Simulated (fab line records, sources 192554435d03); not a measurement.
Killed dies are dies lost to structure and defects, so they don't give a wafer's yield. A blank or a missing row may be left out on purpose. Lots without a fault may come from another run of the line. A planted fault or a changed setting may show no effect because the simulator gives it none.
A struck lot beside a sound one | flow n5_finfet | 14 steps out of a route of 1938
Sound: wafers L886.2, L886.3, L886.5. Struck: wafers L900.4, L900.5, L900.6. The cause comes at the end.
At each step with rows: each side's tool, then ch and its chambers, then its first start. Under that, the readings that differ: sound wafers | struck wafers | difference of the means | sigmas: that difference in standard deviations of wafers without a fault.
alike: readings whose means differ by less than 2 such deviations, and words and numbers that are the same on both sides. not compared: withheld readings, readings that some wafer has no value for, bounds like >300 that may hide the same value, and numbers for which the record gives no deviation and whose values overlap.
The two part at a step that has a row with sigmas, a row that says differs or no value, or rows on one side only. Numbers that don't overlap but have no deviation are shown without sigmas and don't part them. A reading that every wafer of one side lacks parts them only if that side has two wafers or more.

N5_BEOL_M14_STRIP_63: strips in O2.
  sound on rie_diel-02 ch 0,1,2; struck on rie_diel-06 ch 0,1
  reading                         | sound          | struck         | difference | sigmas
  showerhead_plenum_p_Torr (Torr) | 2.03 2.05 2.04 | 2.23 2.22 2.23 | +0.19      | +3
  alike: drypump_motor_current_A, oes_product_au, rf_vpp_V, throttle_valve_pct
  not compared: rf_hours_counter_h
N5_BEOL_M14_STRIP_64: strips in O2.
  sound on rie_diel-02 ch 0,1,2; struck on rie_diel-06 ch 0,1
  reading                         | sound          | struck         | difference | sigmas
  showerhead_plenum_p_Torr (Torr) | 2.03 2.05 2.04 | 2.23 2.22 2.23 | +0.19      | +3
  alike: drypump_motor_current_A, oes_product_au, rf_vpp_V, throttle_valve_pct
  not compared: rf_hours_counter_h
then, 2 steps without rows for these wafers: N5_BEOL_M14_STRIP_71 (strips in post etch residue remover, time 60 s); N5_BEOL_M14_SRD_72 (time 30 s, dry time 30 s).
N5_BEOL_M14_CD_MEAS_17: target cd 250 nm.
  sound on cd_sem-03, day 11 22:19; struck on cd_sem-03, day 16 09:21
  alike: cd_nm
then, 7 steps without rows for these wafers: N5_BEOL_M14_COAT_65 (time 60 s, resist thk 450 nm); N5_BEOL_M14_COAT_66 (time 60 s, resist thk 110 nm); N5_BEOL_M14_COAT_22 (resist thk 300 nm); N5_BEOL_M14_EBR_24; N5_BEOL_M14_SOFTBAKE_23 (time 60 s); N5_BEOL_M14_EXPOSE_25 (exposes mask M14, target cd 280 nm); N5_BEOL_M14_PEB_26 (peb time 90 s).
N5_BEOL_M14_DEVELOP_27: develop time 45 s.
  sound on litho_track-01 ch 0, day 11 22:32; struck on litho_track-01, day 16 09:34
  no value came back on the struck wafers for chill_plate_temp_C (C), develop_time_s (s); on the sound wafers chill_plate_temp_C (C) reads 22.96 23.08 23.11
  reading                                    | sound             | struck        | difference | sigmas
  model.coat_of_BEOL_M14_COAT_22.thk_nm (nm) | 286.4 286.2 286.6 | 300 300.8 300 | +14        |
then, 1 step without rows for these wafers: N5_BEOL_M14_HARDBAKE_32 (time 120 s).

WHERE THEY PART
First at N5_BEOL_M14_STRIP_63; last, within this record, at N5_BEOL_M14_DEVELOP_27.

WHY: what the simulator had put in
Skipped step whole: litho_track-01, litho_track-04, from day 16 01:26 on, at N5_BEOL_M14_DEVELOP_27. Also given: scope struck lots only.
